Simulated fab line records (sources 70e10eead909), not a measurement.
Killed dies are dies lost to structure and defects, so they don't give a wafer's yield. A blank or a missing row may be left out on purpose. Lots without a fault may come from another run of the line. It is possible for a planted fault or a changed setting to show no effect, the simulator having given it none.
Comparing a struck lot with a sound one	flow nand harc	24 steps out of a route of 1302
Sound: wafers L613.1, L613.2, L613.4. Struck: wafers L620.4, L620.5, L620.6. At the end, the cause is stated.
At each step with rows: each side's tool, then ch and its chambers, then its first start. Under that, the readings that differ: sound wafers	struck wafers	difference of the means	sigmas: that difference in standard deviations of wafers without a fault.
alike: readings whose means differ by less than 2 such deviations, and words and numbers that are the same on both sides. not compared: withheld readings, readings that some wafer has no value for, bounds like >300 that may hide the same value, and numbers for which the record gives no deviation and whose values overlap.
The two part at a step that has a row with sigmas, a row that says differs or no value, or rows on one side only. Numbers that don't overlap but have no deviation are shown without sigmas and don't part them. A reading that every wafer of one side lacks parts them only if that side has two wafers or more.

NHARC_P_M0_INSPECT_27:
  sound: defect inspect-01 at day 6 03:03; struck: defect inspect-02 at day 9 10:58
  alike: raw defect count
NHARC_P_M0_PRE_CLEAN_31: time 12 s.
  sound on pecvd-01 ch 1,2, day 6 03:07; struck on pecvd-03 ch 0,1,2, day 9 11:04
  alike: heater power w
NHARC_P_M0_DEP_32: deposits SiCN, target thk 30 nm.
  sound on pecvd-01 ch 1,2, day 6 03:12; struck on pecvd-03 ch 0,1,2, day 9 11:14
  alike: heater power w
then, 8 steps without rows for these wafers: NHARC_P_M1_DEP_00 (deposits SiOC, target thk 182.5 nm); NHARC_P_M1_DEHYDRATE_01 (time 120 s); NHARC_P_M1_HMDS_02 (time 30 s); NHARC_P_M1_COAT_34 (time 65 s); NHARC_P_M1_COAT_03 (resist thk 90 nm); NHARC_P_M1_SOFTBAKE_04 (time 55 s); NHARC_P_M1_EBR_05; NHARC_P_M1_EXPOSE_06 (exposes mask P M1, target cd 130 nm).
NHARC_P_M1_PEB_07: peb time 65 s.
  sound on litho track-06 ch 0, day 6 04:22; struck on litho track-06 ch 0, day 9 12:17
reading	sound	struck	difference	sigmas
heater power total W (W)	156.0 156.7 156.1	161.3 160.5 160.3	+4.4	+11
plate temp C (C)	99.85 100.05 100.12	101.86 101.63 101.90	+1.79	+15
then, 1 step without rows for these wafers: NHARC_P_M1_DEVELOP_08 (develop time 35 s).
NHARC_P_M1_CD_MEAS_09: the cd target is 130 nm.
  sound on cd sem-03 ch 0, day 6 04:27; struck on cd sem-02 ch 0, day 9 12:22
reading	sound	struck	difference	sigmas
cd nm (nm)	129.1 129.2 129.3	135.2 135.6 135.1	+6.1	+7
NHARC_P_M1_OVL_MEAS_10: pitch 260 nm.
  sound: overlay-01 at day 6 04:32; struck: overlay-02 at day 9 12:28
  alike: overlay x nm, overlay y nm
NHARC_P_M1_INSPECT_11:
  sound: defect inspect-01 at day 6 04:34; struck: defect inspect-02 at day 9 12:29
  alike: raw defect count
NHARC_P_M1_DESCUM_14: chemistry O2, time 3 s.
  sound on rie diel-09 ch 1,2,3, day 6 04:38; struck on rie diel-10 ch 0,1, day 9 12:33
reading	sound	struck	difference	sigmas
model.P_M1.cd nm (nm)	129.2 129.1 128.9	135.1 135.7 135	+6.2	
  alike: drypump motor current A, oes product au, rf vpp V, showerhead plenum p Torr, throttle valve pct
  not compared: rf hours counter h
NHARC_P_M1_ETCH_35: etches the open film in N2/H2, target depth 40 nm, overetch 12 nm, time 43.94 s.
  sound on rie diel-09 ch 0,1,2, day 6 04:43; struck on rie diel-10 ch 1,2, day 9 12:38
  alike: drypump motor current A, n2 flow sccm, oes product au, rf vpp V, showerhead plenum p Torr, throttle valve pct
  not compared: rf hours counter h
NHARC_P_M1_ETCH_15: etches the open film in C4F8/Ar, target depth 182.5 nm, time 91.2 s.
  sound: rie diel-09 ch 0,1,3; struck: rie diel-10 ch 0,2,3
  alike: oes product au, rf vpp V
  not compared: rf hours counter h
NHARC_P_M1_CD_MEAS_16:
  sound: cd sem-03 at day 6 04:56; struck: cd sem-03 at day 9 12:52
reading	sound	struck	difference	sigmas
cd nm (nm)	129.2 129.6 129.6	134.9 134.6 135.2	+5.4	+5
NHARC_P_M1_STRIP_18: strips in N2/H2.
  sound on rie diel-10 ch 0,1,2, day 6 05:01; struck on rie diel-07 ch 0,3, day 9 12:58
reading	sound	struck	difference	sigmas
n2 flow sccm (sccm)	149.3 150.1 149.7	151.0 150.6 151.0	+1.2	+3
  alike: drypump motor current A, oes product au, rf vpp V, showerhead plenum p Torr, throttle valve pct
  not compared: rf hours counter h
NHARC_P_M1_ETCH_28: etches the open film in CF4/N2, target depth 30 nm, time 72.99 s.
  sound: rie diel-10 ch 1,2,3; struck: rie diel-07 ch 0,2,3
reading	sound	struck	difference	sigmas
model.P_M1.cd nm (nm)	128.4 129.7 129.6	135.6 134.7 136.4	+6.3	
  alike: drypump motor current A, n2 flow sccm, oes product au, rf vpp V, showerhead plenum p Torr, throttle valve pct
  not compared: rf hours counter h
then, 1 step without rows for these wafers: NHARC_P_M1_STRIP_19 (strips in post etch residue remover, time 600 s).
-- break in the record here, with 18 days between the starts of the struck wafers on either side (left off in module P_M1, picked up again in module END, where the first step shown is number 1302 on the route) --
NHARC_END_SORT_01:
  sound on prober-02 ch 0, day 24 01:16; struck on prober-02 ch 0, day 27 23:00
  alike: defect limited yield, killed at array, killed at other, killed at periphery, killed dies, killed open, killed short, sort_bin_2_pct, sort_bin_3_pct, sort_bin_4_pct, sort n pass, sort rim yield pct, sort yield pct

## WHERE THEY PART
First at NHARC_P_M1_PEB_07; last, within this record, at NHARC_P_M1_STRIP_18. Later steps at which nothing parts them and some readings are alike: NHARC_P_M1_ETCH_28, NHARC_END_SORT_01.

WHY: whatever the simulator had introduced
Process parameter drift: litho track-06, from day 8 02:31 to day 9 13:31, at NHARC_P_M1_PEB_07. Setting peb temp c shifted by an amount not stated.
